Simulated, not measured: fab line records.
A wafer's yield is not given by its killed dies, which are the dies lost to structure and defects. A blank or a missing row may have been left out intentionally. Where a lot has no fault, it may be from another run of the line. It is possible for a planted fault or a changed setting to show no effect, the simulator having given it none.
fab line records	flow n5_finfet
record lots=4	wafers=12	last_day=17
route steps=1938 shown BEOL_M1@763 BEOL_M4@1111 PASSIVATION@1936
lots untouched by any fault: they come from a run of this same line in which no faults occurred
start_h: hours from the record's opening day to when the first of the lot's shown wafers began	wait_h: how many hours have passed since the lot's step before this one	" unchanged from the row above	L1.1+2: several wafers, shown together as one row	- value missing, or start not given	* or withheld: withheld	< > ~ a bound
route shown NAME@n: NAME is a module with steps in the file, n the number in the route of the first one	usual: mean/standard deviation of fault-free wafers	same: alike in all rows	chamber/n: place in a boat	sites: per-site readings	_std_site: how widely they spread, as a standard deviation	_edge_site: outer sites' mean less inner sites'	radius_mm: how far each site lies from the wafer's centre	mask NAME#n: copy n	behind: the last tool/chamber to shape the wafer	hold: cause of the lot's hold/its duration in hours/its outcome	device: names the non-switching transistor (n, p or np)	end of line: the tests these same wafers got at the end of their route	a step given without rows: its recipe and nothing more	killed: not the wafer's yield, but the dies lost to structure and defects at the first sort	map: dies across one wafer; x = killed, . = not, _ = none there
set.NAME: the run value of the setting; set.NAME@STEP: its run value at that earlier step	model.NAME: the simulator's own value behind a step, which no gauge read
certain route steps with their lots: each step a table, each wafer a row
services: from which hour (start_h, from the record's first day; less than 0 if before it) a tool's chamber was out of use, for how many hours, and why
## steps
# step N5_BEOL_M1_DEVELOP_10
# recipe develop_time_s=30	developer=TMAH	resist=CAR-EUV	rinse_liquid=surfactant_rinse	dry=air_spin	dev_temp_c=23
# step N5_BEOL_M1_DESCUM_16
# recipe chemistry=O2	time_s=7	source_power_w=50	bias_power_w=20	pressure_mtorr=20	rf_frequency_hz=2.712e+07	temp_c=40	resist=CAR-EUV	o2_flow_sccm=225
# step N5_BEOL_M1_ETCH_74
# recipe chemistry=N2/H2	target=underlayer	target_depth_a=65	mask_material=CAR-EUV	time_s=5.2	ion_energy_ev=200	pressure_mtorr=30	source_w=840	bias_w=150	n2_flow_sccm=200	h2_flow_sccm=200	ends=cleared
# step N5_BEOL_M1_ETCH_63
# recipe chemistry=CF4	target=SiARC	target_depth_a=156	mask_material=CAR-EUV	time_s=26	ion_energy_ev=80	pressure_mtorr=40	source_w=545	bias_w=36	Ar_flow_sccm=100	cf4_flow_sccm=100	ends=cleared
# step N5_BEOL_M1_ETCH_64
# recipe chemistry=N2/H2	target=SOC	target_depth_a=750	overetch_a=150	mask_material=SiARC	temp_c=40	time_s=112.5	ion_energy_ev=200	pressure_mtorr=30	source_w=840	bias_w=150	n2_flow_sccm=200	h2_flow_sccm=200
# step N5_BEOL_M1_STRIP_65
# recipe chemistry=N2/H2	temp_c=40	n2_flow_sccm=200	h2_flow_sccm=200	rf_frequency_hz=6e+07
# step N5_BEOL_M1_STRIP_75
# recipe chemistry=N2/H2	temp_c=40	n2_flow_sccm=200	h2_flow_sccm=200	rf_frequency_hz=6e+07
# step N5_BEOL_M1_STRIP_66
# recipe chemistry=CF4	resist=SiARC	power_w=300	bias_power_w=75	pressure_mtorr=50	cf4_flow_sccm=150	rf_frequency_hz=6e+07
# step N5_BEOL_M1_HM_OPEN_17
# recipe chemistry=Cl2/BCl3	target_depth_a=200	overetch_a=60	target=TiN	mask_material=SOC	ion_energy_ev=150	pressure_mtorr=10	icp_w=1000	bias_w=126	Cl2_flow_sccm=53.25	bcl3_flow_sccm=21.75	Ar_flow_sccm=25
# step N5_BEOL_M1_STRIP_19
# recipe chemistry=O2	power_w=400	temp_c=40	pressure_mtorr=30	rf_frequency_hz=6e+07	bias_power_w=0	overash_fraction=0.2	o2_flow_sccm=225
# usual bias_power_w=0/0	chamber_pressure_mTorr=30.000/0.028	drypump_motor_current_A=5.86/0.25	oes_product_au=0.80/0.091	rf_vpp_V=3.7/0.5	showerhead_plenum_p_Torr=2.11/0.058	throttle_valve_pct=16.55/0.24
lot.wafer	tool	chamber	start_h	wait_h	bias_power_w	chamber_pressure_mTorr	drypump_motor_current_A	oes_product_au	rf_hours_counter_h	rf_vpp_V	showerhead_plenum_p_Torr	throttle_valve_pct	model.SOC_of_BEOL_M1_COAT_61.thk_nm
L435.2	rie_diel-02	2	156.01	0.2	0	29.994	5.96	0.75	158	3.9	2.11	16.55	0
L435.4	"	1	"	"	0	30.048	5.96	0.85	55	3.1	2.19	16.27	0
L435.6	"	0	"	"	0	29.992	5.45	0.95	-	3.3	2.05	16.33	0
L445.1	rie_diel-03	3	214.78	0.1	-	-	-	-	-	-	-	-	52
L445.3	"	0	"	"	-	-	-	-	-	-	-	-	52.2
L445.4	"	2	"	"	-	-	-	-	-	-	-	-	52.8
L446.1	rie_diel-02	2	223.13	0.1	-	-	-	-	-	-	-	-	52.2
L446.2	"	1	"	"	-	-	-	-	-	-	-	-	52.2
L446.3	"	3	"	"	-	-	-	-	-	-	-	-	52.2
L452.3	rie_diel-03	1	261.78	0.2	0	30.005	5.45	0.68	230	3.9	2.05	17.00	0
L452.4	"	2	"	"	0	30.033	6.05	0.79	110	3.3	2.09	16.57	0
L452.5	"	2	"	"	0	29.990	6.06	0.78	-	3.7	2.09	16.57	0
# step N5_BEOL_M1_COAT_67
# recipe resist=SOC	temp_c=250	time_s=60	spin_rpm=1500	resist_thk_nm=60
# step N5_BEOL_M1_COAT_68
# recipe resist=SiARC	temp_c=220	time_s=60	spin_rpm=1500	resist_thk_nm=12
# step N5_BEOL_M1_COAT_76
# recipe resist=underlayer	temp_c=205	time_s=60	spin_rpm=1500	resist_thk_nm=5
# step N5_BEOL_M1_COAT_22
# recipe resist=CAR-EUV	spin_rpm=1500	resist_thk_nm=30
# step N5_BEOL_M1_EBR_24
# recipe solvent=PGMEA	ebr_width_mm=1.5
# step N5_BEOL_M1_SOFTBAKE_23
# recipe temp_c=110	time_s=60	resist=CAR-EUV
# step N5_BEOL_M1_EXPOSE_25
# recipe mask_id=V0	na=0.33	source_shape=quasar	sigma_inner=0.2	sigma_outer=0.8	polarization=unpolarized	defocus_nm=5	target_cd_nm=24	dose_mj=63
# step N5_BEOL_M1_PEB_26
# recipe peb_temp_c=100	peb_time_s=60	resist=CAR-EUV
# step N5_BEOL_M1_DEVELOP_27
# recipe develop_time_s=30	developer=TMAH	resist=CAR-EUV	rinse_liquid=surfactant_rinse	dry=air_spin	dev_temp_c=23
# step N5_BEOL_M1_DESCUM_33
# recipe chemistry=O2	time_s=7	source_power_w=50	bias_power_w=20	pressure_mtorr=20	rf_frequency_hz=2.712e+07	temp_c=40	resist=CAR-EUV	o2_flow_sccm=225
# step N5_BEOL_M1_ETCH_77
# recipe chemistry=N2/H2	target=underlayer	target_depth_a=65	mask_material=CAR-EUV	time_s=5.2	ion_energy_ev=200	pressure_mtorr=30	source_w=840	bias_w=150	n2_flow_sccm=200	h2_flow_sccm=200	ends=cleared
# step N5_BEOL_M1_ETCH_69
# recipe chemistry=CF4	target=SiARC	target_depth_a=156	mask_material=CAR-EUV	time_s=26	ion_energy_ev=80	pressure_mtorr=40	source_w=545	bias_w=36	Ar_flow_sccm=100	cf4_flow_sccm=100	ends=cleared
# step N5_BEOL_M1_ALD_98
# recipe material=SiO2	target_thk_a=25	temp_c=100	ald_precursor_family=BDEAS	ald_co_reactant=O2-plasma	pulse_time_s=1	co_reactant_pulse_time_s=1	purge_time_s=2	co_reactant_purge_time_s=2	ald_cycles=17	pressure_torr=2
# step N5_BEOL_M1_ETCHBACK_99
# recipe chemistry=CHF3	target=SiO2	target_depth_a=50	time_s=10.4	source_w=215	bias_w=47	Ar_flow_sccm=200	CHF3_flow_sccm=12	ion_energy_ev=100	pressure_mtorr=30
# step N5_BEOL_M1_ETCH_70
# recipe chemistry=N2/H2	target=SOC	target_depth_a=800	overetch_a=160	mask_material=SiARC	temp_c=40	time_s=120	ion_energy_ev=200	pressure_mtorr=30	source_w=840	bias_w=150	n2_flow_sccm=200	h2_flow_sccm=200
# usual drypump_motor_current_A=5.89/0.27	n2_flow_sccm=200.0/0.58	oes_product_au=0.59/0.053	rf_vpp_V=524.0/2.1	showerhead_plenum_p_Torr=2.55/0.074	throttle_valve_pct=17.78/0.24
lot.wafer	tool	chamber	start_h	wait_h	drypump_motor_current_A	n2_flow_sccm	oes_product_au	rf_hours_counter_h	rf_vpp_V	showerhead_plenum_p_Torr	throttle_valve_pct	model.etch.depth_nm
L435.2	rie_diel-02	2	157.75	0.0	5.97	200.9	0.57	158	522.4	2.54	17.65	59.83
L435.4	"	1	"	"	6.01	200.7	0.64	56	527.1	2.68	17.43	60.22
L435.6	"	0	"	"	5.48	199.7	0.72	-	521.5	2.48	17.52	60.18
L445.1	rie_diel-06	1	222.10	0.0	6.51	200.8	0.85	67	525.8	2.55	17.39	96.32
L445.3	"	2	"	"	6.04	199.6	0.73	210	522.8	2.48	17.59	104.2
L445.4	"	0	"	"	5.79	200.2	0.72	185	526.3	2.67	18.08	97.17
L446.1	rie_diel-06	2	226.35	0.0	6.06	198.9	0.72	211	522.7	2.48	17.60	101
L446.2	"	1	"	"	6.49	200.2	0.83	68	525.2	2.55	17.40	94.38
L446.3	"	3	"	"	5.78	199.8	0.67	228	521.6	2.51	18.11	88.82
L452.3	rie_diel-02	0	262.60	0.0	5.48	200.4	0.66	44	522.5	2.47	17.57	60.11
L452.4	"	2	"	"	5.96	200.3	0.56	193	524.4	2.53	17.73	60.09
L452.5	"	2	"	"	5.97	200.2	0.55	-	523.8	2.53	17.71	59.75
# step N5_BEOL_M1_STRIP_71
# recipe chemistry=N2/H2	temp_c=40	n2_flow_sccm=200	h2_flow_sccm=200	rf_frequency_hz=6e+07
# step N5_BEOL_M1_STRIP_78
# recipe chemistry=N2/H2	temp_c=40	n2_flow_sccm=200	h2_flow_sccm=200	rf_frequency_hz=6e+07
# step N5_BEOL_M1_VIA_ETCH_34
# recipe chemistry=C4F6/O2	target_depth_a=678	mask_material=SOC	pressure_mtorr=15	ion_energy_ev=250	taper_deg=4	time_s=64.4	source_w=350	bias_w=170	Ar_flow_sccm=300	C4F6_flow_sccm=10	O2_flow_sccm=10
# step N5_BEOL_M1_STRIP_83
# recipe chemistry=C4F6/O2	resist=SiARC	rf_frequency_hz=6e+07
# step N5_BEOL_M1_STRIP_36
# recipe chemistry=N2/H2	power_w=450	temp_c=40	pressure_mtorr=20	rf_frequency_hz=6e+07	overash_fraction=0.3	bias_power_w=7	h2_frac=0.5	n2_flow_sccm=200	h2_flow_sccm=200
# step N5_BEOL_M1_TRENCH_ETCH_37
# recipe chemistry=C4F6/O2	target_depth_a=552.07	target=SiOC	time_s=29	ion_energy_ev=250	pressure_mtorr=30	source_w=355	bias_w=185	Ar_flow_sccm=300	C4F6_flow_sccm=10	O2_flow_sccm=10
# step N5_BEOL_M1_ETCH_41
# recipe chemistry=CH3F/O2	target=SiCN	target_depth_a=319	taper_deg=2	time_s=57.8	ion_energy_ev=120	mask_material=TiN	pressure_mtorr=30	source_w=395	bias_w=75	Ar_flow_sccm=150	CH3F_flow_sccm=30	O2_flow_sccm=20
# usual O2_flow_sccm=20.00/0.056	drypump_motor_current_A=5.88/0.27	oes_product_au=0.77/0.075	rf_vpp_V=297.4/1.3	showerhead_plenum_p_Torr=2.01/0.051	throttle_valve_pct=16.30/0.23
lot.wafer	tool	chamber	start_h	wait_h	O2_flow_sccm	drypump_motor_current_A	oes_product_au	rf_hours_counter_h	rf_vpp_V	showerhead_plenum_p_Torr	throttle_valve_pct	model.SOC_of_BEOL_M1_COAT_61.thk_nm
L435.2	rie_diel-02	2	-	-	19.96	5.97	0.74	158	297.2	2.01	16.19	0
L435.4	"	1	"	"	20.06	5.99	0.85	56	300.3	2.11	16.01	0
L435.6	"	0	"	"	19.97	5.45	0.93	-	296.9	1.95	16.00	0
L445.1	rie_diel-06	1	-	-	20.08	6.50	0.80	67	297.8	2.05	16.10	34
L445.3	"	2	"	"	19.98	6.03	0.72	210	297.0	1.95	16.31	33.2
L445.4	"	0	"	"	19.94	5.76	0.69	185	298.2	2.06	16.38	34.6
L446.1	rie_diel-06	2	-	-	20.03	6.07	0.72	211	297.4	1.95	16.30	33.4
L446.2	"	1	"	"	19.99	6.49	0.70	68	298.0	2.05	16.11	34
L446.3	"	3	"	"	20.03	5.80	0.30	228	297.2	1.99	16.69	34.6
L452.3	rie_diel-02	0	-	-	20.08	5.52	0.86	44	295.8	1.94	16.09	0
L452.4	"	2	"	"	19.97	5.95	0.72	193	297.8	2.00	16.25	0
L452.5	"	2	"	"	19.99	5.97	0.73	-	297.5	2.00	16.26	0
# step N5_BEOL_M1_STRIP_97
# recipe chemistry=N2/H2	time_s=10	power_w=450	temp_c=40	pressure_mtorr=20	rf_frequency_hz=6e+07	bias_power_w=7	n2_flow_sccm=200	h2_flow_sccm=200
# step N5_BEOL_M1_HM_STRIP_39
# recipe chemistry=peroxide_tin_strip	material=TiN	target_depth_a=250	temp_c=50	time_s=158
# step N5_BEOL_M1_CD_MEAS_35
# recipe target_cd_nm=18	target_cd_y_nm=21	polarity=opening
# usual cd_nm=18.0/0.48
lot.wafer	tool	chamber	start_h	wait_h	cd_nm
L435.2	cd_sem-02	-	158.26	0.0	17.9
L435.4	"	-	"	"	17.6
L435.6	"	-	"	"	17.7
L445.1	cd_sem-02	-	222.61	0.0	-
L445.3	"	-	"	"	18.8
L445.4	"	-	"	"	-
L446.1	cd_sem-01	-	226.86	0.0	19.3
L446.2	"	-	"	"	-
L446.3	"	-	"	"	-
L452.3	cd_sem-02	-	263.12	0.0	17.4
L452.4	"	-	"	"	17.6
L452.5	"	-	"	"	17.7
# step N5_BEOL_M4_RC_MEAS_101
# usual DIBL_N=36.8/2.2	DIBL_P=37.1/2.8	IOFF_N=0.17/0.04	IOFF_P=0.22/0.049	ION_N=672/16	ION_P=460/9.2	SS_N=71.6/0.69	SS_P=73.5/0.78	VT_N=249/3.6	VT_P=-250/3.9
lot.wafer	tool	chamber	start_h	wait_h	DIBL_N[mV/V]	DIBL_P[mV/V]	IOFF_N[nA/um]	IOFF_P[nA/um]	ION_N[uA/um]	ION_P[uA/um]	SS_N[mV/dec]	SS_P[mV/dec]	VT_N[mV]	VT_P[mV]
L435.2	prober-02	0	187.06	0.2	37.5	36.6	0.19	0.20	673	445	71.3	73.9	246	-251
L435.4	"	0	"	"	35.5	34.7	0.14	0.16	675	451	71.3	73.3	251	-256
L435.6	"	0	"	"	34.3	34.1	0.14	0.16	685	458	71.0	72.9	249	-256
L452.3	prober-01	0	304.84	0.3	39.7	39.9	0.25	0.32	691	462	73.0	73.6	243	-242
L452.4	"	0	"	"	38.9	40.4	0.23	0.34	683	474	72.8	74.3	245	-242
L452.5	"	0	"	"	38.4	39.0	0.21	0.29	677	463	71.9	73.4	246	-244
# step N5_PASSIVATION_PROBE_49
# usual defect_limited_yield=91.1/1.5	killed_at_M0_to_M3=35/11	killed_at_M4_up=13/5.7	killed_at_contacts=12/5.7	killed_at_front_end=40/11	killed_at_other=4/4.4	killed_dies=105/18	killed_on_rim=14/3.9	killed_open=68/14	killed_short=34/7.4	sort_bin_4_leakage=0.00/0.011	sort_bin_5_function=5.2/1	sort_bin_6_memory=3.3/0.67	sort_n_pass=1074/18	sort_yield_pct=91.0/1.5
# same gross_dies=1180	killed_at_back_side=0	sort_bin_8_speed[%]=0
lot.wafer	tool	chamber	start_h	wait_h	defect_limited_yield[%]	killed_at_M0_to_M3	killed_at_M4_up	killed_at_contacts	killed_at_front_end	killed_at_other	killed_dies	killed_on_rim	killed_open	killed_short	sort_bin_4_leakage[%]	sort_bin_5_function[%]	sort_bin_6_memory[%]	sort_n_pass	sort_yield_pct[%]
L435.2	prober-01	-	291.37	0.1	90.7	41	15	6	42	6	110	15	75	34	0	5.5	3.6	1070	90.7
L435.4	prober-01	-	291.47	0.2	91.7	34	12	16	30	6	98	15	69	26	0	4.7	3.5	1082	91.7
L435.6	prober-01	-	291.57	0.3	89.7	42	11	14	40	15	122	11	69	49	0	5.8	4.3	1058	89.7
L446.1	prober-02	-	363.64	0.5	0	1130	7	9	28	6	1180	152	67	21	0	95.8	3.6	0	0
L446.2	prober-02	-	363.69	0.5	0	1124	4	7	37	8	1180	152	66	29	0	95.9	3.6	0	0
L446.3	prober-02	-	363.74	0.6	0	1126	14	4	29	7	1180	152	54	26	0	96.0	3.7	0	0
L445.1	prober-02	-	367.59	0.0	0	1124	9	8	37	2	1180	152	58	30	0	95.8	4.0	0	0
L445.3	prober-02	-	367.69	0.1	0	1120	12	15	31	2	1180	152	66	28	0	96.4	3.3	0	0
L445.4	prober-02	-	367.74	0.2	0	1099	23	27	28	3	1180	152	80	36	0	95.3	4.2	0	0
L452.3	prober-02	-	405.46	0.1	91.7	33	8	18	35	4	98	11	59	30	0.08	4.7	2.9	1081	91.6
L452.4	prober-02	-	405.51	0.2	92.5	24	19	8	33	4	88	10	65	23	0	4.3	3.1	1092	92.5
L452.5	prober-02	-	405.56	0.2	93.4	23	7	9	31	8	78	6	49	23	0	3.6	2.3	1102	93.4
# killed by level:class
L435.2 BEOL_M1:geometric_particle:open=16 BEOL_M0_SAQP:geometric_particle:open=9 DUMMY_GATE:geometric_particle:open=8 FIN_SAQP:geometric_particle:short=7 BEOL_M0_SAQP:geometric_particle:short=6 BEOL_M4:geometric_particle:open=6 FIN_SAQP:geometric_particle:open=5 MOL_CONTACT_COAG:geometric_particle:open=5
L435.4 MOL_CONTACT_COAG:geometric_particle:open=12 BEOL_M1:geometric_particle:open=10 BEOL_M3:geometric_particle:open=7 BEOL_M4:geometric_particle:open=7 STI_FIN_REVEAL:geometric_particle:open=5 GATE_CUT:geometric_particle:open=5 BEOL_M0_SAQP:geometric_particle:short=5 MOL_CONTACT_COAG:geometric_particle:short=4
L435.6 BEOL_M3:geometric_particle:open=11 MOL_CONTACT_COAG:geometric_particle:open=10 BEOL_M0_SAQP:geometric_particle:short=9 STI_FIN_REVEAL:geometric_particle:open=8 BEOL_M1:geometric_particle:open=7 ILD0:geometric_particle:open=6 BEOL_M1:geometric_particle:short=6 GATE_CUT:geometric_particle:short=5
L446.1 BEOL_M1:area_etch=1050 BEOL_M1:plasma_strip_residue=25 BEOL_M1:area_ald=16 BEOL_M1:geometric_particle:open=8 MOL_CONTACT_COAG:geometric_particle:open=8 BEOL_M0_SAQP:geometric_particle:open=8 BEOL_M2:geometric_particle:open=7 FIN_SAQP:geometric_particle:short=6
L446.2 BEOL_M1:area_etch=1058 BEOL_M1:plasma_strip_residue=24 BEOL_M1:geometric_particle:open=11 STI_FIN_REVEAL:geometric_particle:open=8 DUMMY_GATE:geometric_particle:open=8 BEOL_M3:geometric_particle:open=8 PASS1_CAP:geometric_particle:open=6 BEOL_M2:geometric_particle:open=6
L446.3 BEOL_M1:area_etch=1078 BEOL_M1:plasma_strip_residue=20 BEOL_M0_SAQP:geometric_particle:open=9 BEOL_M2:geometric_particle:open=7 FIN_SAQP:geometric_particle:short=5 STI_FIN_REVEAL:geometric_particle:open=5 GATE_CUT:geometric_particle:short=4 MOL_CONTACT_COAG:geometric_particle:open=4
L445.1 BEOL_M1:area_etch=1059 BEOL_M1:plasma_strip_residue=33 FIN_SAQP:geometric_particle:open=8 STI_FIN_REVEAL:geometric_particle:open=8 MOL_CONTACT_COAG:geometric_particle:open=7 BEOL_M4:geometric_particle:open=6 BEOL_M0_SAQP:geometric_particle:short=6 BEOL_M0_SAQP:geometric_particle:open=6
L445.3 BEOL_M1:area_etch=903 BEOL_M1:area_ald=152 BEOL_M1:plasma_strip_residue=31 BEOL_M1:geometric_particle:open=16 MOL_CONTACT_COAG:geometric_particle:open=12 DUMMY_GATE:geometric_particle:open=9 FIN_SAQP:geometric_particle:short=6 BEOL_M4:geometric_particle:open=6
L445.4 BEOL_M1:area_etch=1041 BEOL_M1:plasma_strip_residue=22 MOL_CONTACT_COAG:geometric_particle:open=21 BEOL_M4:geometric_particle:open=15 BEOL_M0_SAQP:geometric_particle:short=7 MOL_CONTACT_COAG:geometric_particle:short=6 BEOL_M0_SAQP:geometric_particle:open=6 BEOL_M2:geometric_particle:open=6
L452.3 BEOL_M3:geometric_particle:open=17 MOL_CONTACT_COAG:geometric_particle:open=15 FIN_CUT:area_etch=6 FIN_SAQP:geometric_particle:short=5 BEOL_M2:geometric_particle:open=5 STARTING-WAFER:geometric_particle:short=4 DUMMY_GATE:geometric_particle:open=3 MOL_CONTACT_COAG:geometric_particle:short=3
L452.4 MOL_CONTACT_COAG:geometric_particle:open=7 BEOL_M0:geometric_particle:open=7 STARTING-WAFER:geometric_particle:open=7 FIN_SAQP:geometric_particle:open=6 STI_FIN_REVEAL:geometric_particle:open=5 BEOL_M2:geometric_particle:open=5 FIN_SAQP:geometric_particle:short=4 DUMMY_GATE:geometric_particle:open=4
L452.5 BEOL_M3:geometric_particle:open=9 STI_FIN_REVEAL:geometric_particle:open=6 FIN_SAQP:geometric_particle:open=5 BEOL_M2:geometric_particle:open=5 MIM_TOP_ETCH:geometric_particle:short=5 HKMG_FIN:area_etch=5 MOL_CONTACT_COAG:geometric_particle:open=4 MOL_CONTACT_COAG:geometric_particle:short=4
# map L445.1 (x killed, . not)
_________________xxxxxxxxxxxx________________
______________xxxxxxxxxxxxxxxxxx_____________
___________xxxxxxxxxxxxxxxxxxxxxxxx__________
__________xxxxxxxxxxxxxxxxxxxxxxxxxx_________
________xxxxxxxxxxxxxxxxxxxxxxxxxxxxxx_______
_______xxxxxxxxxxxxxxxxxxxxxxxxxxxxxxxx______
______xxxxxxxxxxxxxxxxxxxxxxxxxxxxxxxxxx_____
_____xxxxxxxxxxxxxxxxxxxxxxxxxxxxxxxxxxxx____
____xxxxxxxxxxxxxxxxxxxxxxxxxxxxxxxxxxxxxx___
___xxxxxxxxxxxxxxxxxxxxxxxxxxxxxxxxxxxxxxxx__
___xxxxxxxxxxxxxxxxxxxxxxxxxxxxxxxxxxxxxxxx__
__xxxxxxxxxxxxxxxxxxxxxxxxxxxxxxxxxxxxxxxxxx_
__xxxxxxxxxxxxxxxxxxxxxxxxxxxxxxxxxxxxxxxxxx_
_xxxxxxxxxxxxxxxxxxxxxxxxxxxxxxxxxxxxxxxxxxxx
_xxxxxxxxxxxxxxxxxxxxxxxxxxxxxxxxxxxxxxxxxxxx
_xxxxxxxxxxxxxxxxxxxxxxxxxxxxxxxxxxxxxxxxxxxx
_xxxxxxxxxxxxxxxxxxxxxxxxxxxxxxxxxxxxxxxxxxxx
_xxxxxxxxxxxxxxxxxxxxxxxxxxxxxxxxxxxxxxxxxxxx
_xxxxxxxxxxxxxxxxxxxxxxxxxxxxxxxxxxxxxxxxxxxx
_xxxxxxxxxxxxxxxxxxxxxxxxxxxxxxxxxxxxxxxxxxxx
_xxxxxxxxxxxxxxxxxxxxxxxxxxxxxxxxxxxxxxxxxxxx
__xxxxxxxxxxxxxxxxxxxxxxxxxxxxxxxxxxxxxxxxxx_
__xxxxxxxxxxxxxxxxxxxxxxxxxxxxxxxxxxxxxxxxxx_
___xxxxxxxxxxxxxxxxxxxxxxxxxxxxxxxxxxxxxxxx__
___xxxxxxxxxxxxxxxxxxxxxxxxxxxxxxxxxxxxxxxx__
____xxxxxxxxxxxxxxxxxxxxxxxxxxxxxxxxxxxxxx___
_____xxxxxxxxxxxxxxxxxxxxxxxxxxxxxxxxxxxx____
______xxxxxxxxxxxxxxxxxxxxxxxxxxxxxxxxxx_____
_______xxxxxxxxxxxxxxxxxxxxxxxxxxxxxxxx______
________xxxxxxxxxxxxxxxxxxxxxxxxxxxxxx_______
__________xxxxxxxxxxxxxxxxxxxxxxxxxx_________
___________xxxxxxxxxxxxxxxxxxxxxxxx__________
______________xxxxxxxxxxxxxxxxxx_____________
_________________xxxxxxxxxxxx________________
# map L446.1 (x killed, . not)
_________________xxxxxxxxxxxx________________
______________xxxxxxxxxxxxxxxxxx_____________
___________xxxxxxxxxxxxxxxxxxxxxxxx__________
__________xxxxxxxxxxxxxxxxxxxxxxxxxx_________
________xxxxxxxxxxxxxxxxxxxxxxxxxxxxxx_______
_______xxxxxxxxxxxxxxxxxxxxxxxxxxxxxxxx______
______xxxxxxxxxxxxxxxxxxxxxxxxxxxxxxxxxx_____
_____xxxxxxxxxxxxxxxxxxxxxxxxxxxxxxxxxxxx____
____xxxxxxxxxxxxxxxxxxxxxxxxxxxxxxxxxxxxxx___
___xxxxxxxxxxxxxxxxxxxxxxxxxxxxxxxxxxxxxxxx__
___xxxxxxxxxxxxxxxxxxxxxxxxxxxxxxxxxxxxxxxx__
__xxxxxxxxxxxxxxxxxxxxxxxxxxxxxxxxxxxxxxxxxx_
__xxxxxxxxxxxxxxxxxxxxxxxxxxxxxxxxxxxxxxxxxx_
_xxxxxxxxxxxxxxxxxxxxxxxxxxxxxxxxxxxxxxxxxxxx
_xxxxxxxxxxxxxxxxxxxxxxxxxxxxxxxxxxxxxxxxxxxx
_xxxxxxxxxxxxxxxxxxxxxxxxxxxxxxxxxxxxxxxxxxxx
_xxxxxxxxxxxxxxxxxxxxxxxxxxxxxxxxxxxxxxxxxxxx
_xxxxxxxxxxxxxxxxxxxxxxxxxxxxxxxxxxxxxxxxxxxx
_xxxxxxxxxxxxxxxxxxxxxxxxxxxxxxxxxxxxxxxxxxxx
_xxxxxxxxxxxxxxxxxxxxxxxxxxxxxxxxxxxxxxxxxxxx
_xxxxxxxxxxxxxxxxxxxxxxxxxxxxxxxxxxxxxxxxxxxx
__xxxxxxxxxxxxxxxxxxxxxxxxxxxxxxxxxxxxxxxxxx_
__xxxxxxxxxxxxxxxxxxxxxxxxxxxxxxxxxxxxxxxxxx_
___xxxxxxxxxxxxxxxxxxxxxxxxxxxxxxxxxxxxxxxx__
___xxxxxxxxxxxxxxxxxxxxxxxxxxxxxxxxxxxxxxxx__
____xxxxxxxxxxxxxxxxxxxxxxxxxxxxxxxxxxxxxx___
_____xxxxxxxxxxxxxxxxxxxxxxxxxxxxxxxxxxxx____
______xxxxxxxxxxxxxxxxxxxxxxxxxxxxxxxxxx_____
_______xxxxxxxxxxxxxxxxxxxxxxxxxxxxxxxx______
________xxxxxxxxxxxxxxxxxxxxxxxxxxxxxx_______
__________xxxxxxxxxxxxxxxxxxxxxxxxxx_________
___________xxxxxxxxxxxxxxxxxxxxxxxx__________
______________xxxxxxxxxxxxxxxxxx_____________
_________________xxxxxxxxxxxx________________
## services
tool	chamber	start_h	hours	kind
rie_diel-02	3	133.06	-	clean
rie_diel-02	3	133.06	-	consumable_replace:focus_ring
rie_diel-02	3	133.06	21.0	scheduled_down
rie_diel-02	3	133.06	21.0	vent_cycle
rie_diel-03	-	220.73	0.9	repair
rie_diel-02	3	229.20	1.3	repair
rie_diel-03	0	237.94	16.9	repair
## key
first_sign step=N5_BEOL_M1_STRIP_19	reading=tool_record	direction=missing
effect step=N5_BEOL_M1_ETCH_70	reading=oes_product_au	direction=up	sigmas=3.1	usual=0.59	struck=0.76
effect step=N5_BEOL_M1_CD_MEAS_35	reading=cd_nm	direction=missing
effect step=N5_PASSIVATION_PROBE_49	reading=killed_at_M0_to_M3	direction=up	sigmas=99+	usual=35	struck=1120
model_effect step=N5_BEOL_M1_STRIP_19	value=SOC_of_BEOL_M1_COAT_61.thk_nm	without=0	struck=52.27
model_effect step=N5_BEOL_M1_ETCH_70	value=etch.depth_nm	without=60.21	struck=96.98
model_effect step=N5_BEOL_M1_ETCH_41	value=SOC_of_BEOL_M1_COAT_61.thk_nm	without=0	struck=33.97
more_kills_born_at N5_BEOL_M1_ETCH_70@rie_diel-06=6189
met_at N5_BEOL_M1_STRIP_19
struck_wafers L445.1,L445.3,L445.4,L446.1,L446.2,L446.3
later_rows_left_out L445.1,L445.3,L445.4,L446.1,L446.2,L446.3
onset_between 156.01 214.78
fault kind=skipped_step_whole	tool=rie_diel-02,rie_diel-03	chamber=-	onset_h=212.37	steps=N5_BEOL_M1_STRIP_19	scope=struck_lots_only
# later_rows_left_out: the simulator's readings of these wafers behind a module that went badly wrong aren't trusted and aren't shown, but for the sort
